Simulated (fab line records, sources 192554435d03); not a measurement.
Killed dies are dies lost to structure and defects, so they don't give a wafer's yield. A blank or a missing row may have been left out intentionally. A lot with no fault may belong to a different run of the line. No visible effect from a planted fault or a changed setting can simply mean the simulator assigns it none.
Split-lot trial + flow n5_finfet + route with 1938 steps; 7 lots, 21 wafers read

== ABOUT THE SPLIT ==
At N5_DUMMY_GATE_HM_DEP_06 (deposits SiNx from DCS/NH3, target thk 80 nm, time 5141 s), the setting time_s was moved away from the recipe's 5141 s on 15 of the 21 wafers read, by -14.2% to +14.0%. This setting was run at the recipe's value on the other wafers.

The reading comes from the split's own step.

== THE READING ==
SiNx_of_DUMMY_GATE_HM_DEP_06.thk_nm (the simulator's own value, which no gauge read), in nm, at N5_DUMMY_GATE_HM_DEP_06 (deposits SiNx from DCS/NH3, target thk 80 nm, time 5141 s). The file does not state a usual value for it. Here, 6 wafers ran the recipe; their average is 79.4 nm with a standard deviation of 0.53 nm.

| wafer  | tool, chamber at the split | time_s as run, s | against the recipe | SiNx_of_DUMMY_GATE_HM_DEP_06.thk_nm, nm | against lot-mates on the recipe |
|--------|----------------------------|------------------|--------------------|-----------------------------------------|---------------------------------|
| L074.3 | -, -                       | 4903             | -4.6%              | 75.4                                    | no lot-mate on the recipe       |
| L074.4 | -, -                       | 4903             | -4.6%              | 75.6                                    | no lot-mate on the recipe       |
| L074.6 | -, -                       | 4903             | -4.6%              | 75.8                                    | no lot-mate on the recipe       |
| L075.2 | -, -                       | 4410             | -14.2%             | 69                                      | no lot-mate on the recipe       |
| L075.3 | -, -                       | 4410             | -14.2%             | 68.6                                    | no lot-mate on the recipe       |
| L075.5 | -, -                       | 4410             | -14.2%             | 68.2                                    | no lot-mate on the recipe       |
| L086.2 | -, -                       | 5860             | +14.0%             | 91                                      | no lot-mate on the recipe       |
| L086.5 | -, -                       | 5860             | +14.0%             | 90.6                                    | no lot-mate on the recipe       |
| L086.6 | -, -                       | 5860             | +14.0%             | 91.6                                    | no lot-mate on the recipe       |
| L088.1 | -, -                       | 5765             | +12.1%             | 90                                      | no lot-mate on the recipe       |
| L088.3 | -, -                       | 5765             | +12.1%             | 90.2                                    | no lot-mate on the recipe       |
| L088.5 | -, -                       | 5765             | +12.1%             | 89.6                                    | no lot-mate on the recipe       |
| L089.1 | -, -                       | 5549             | +7.9%              | 85.8                                    | no lot-mate on the recipe       |
| L089.3 | -, -                       | 5549             | +7.9%              | 84.8                                    | no lot-mate on the recipe       |
| L089.4 | -, -                       | 5549             | +7.9%              | 85.6                                    | no lot-mate on the recipe       |
| L092.1 | lpcvd-01, 0/40             | 5141             | recipe             | 79.6                                    | -                               |
| L092.4 | lpcvd-01, 0/54             | 5141             | recipe             | 80.2                                    | -                               |
| L092.6 | lpcvd-01, 0/64             | 5141             | recipe             | 79.8                                    | -                               |
| L097.1 | -, -                       | 5141             | recipe             | 78.6                                    | -                               |
| L097.3 | -, -                       | 5141             | recipe             | 79                                      | -                               |
| L097.4 | -, -                       | 5141             | recipe             | 79.2                                    | -                               |

FIT RESULTS
A straight line over all 21 wafers: SiNx_of_DUMMY_GATE_HM_DEP_06.thk_nm changes by +0.805 nm for each +1% of time_s; r = +1.00; the points scatter about the line by 0.59 nm.
Too few moved wafers have a lot-mate on the recipe to fit a line with each lot's own level taken away.

== THE FILE'S OWN FIT ==
SiNx_of_DUMMY_GATE_HM_DEP_06.thk_nm changes by +0.805 nm for each +1% of time_s, r = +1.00.
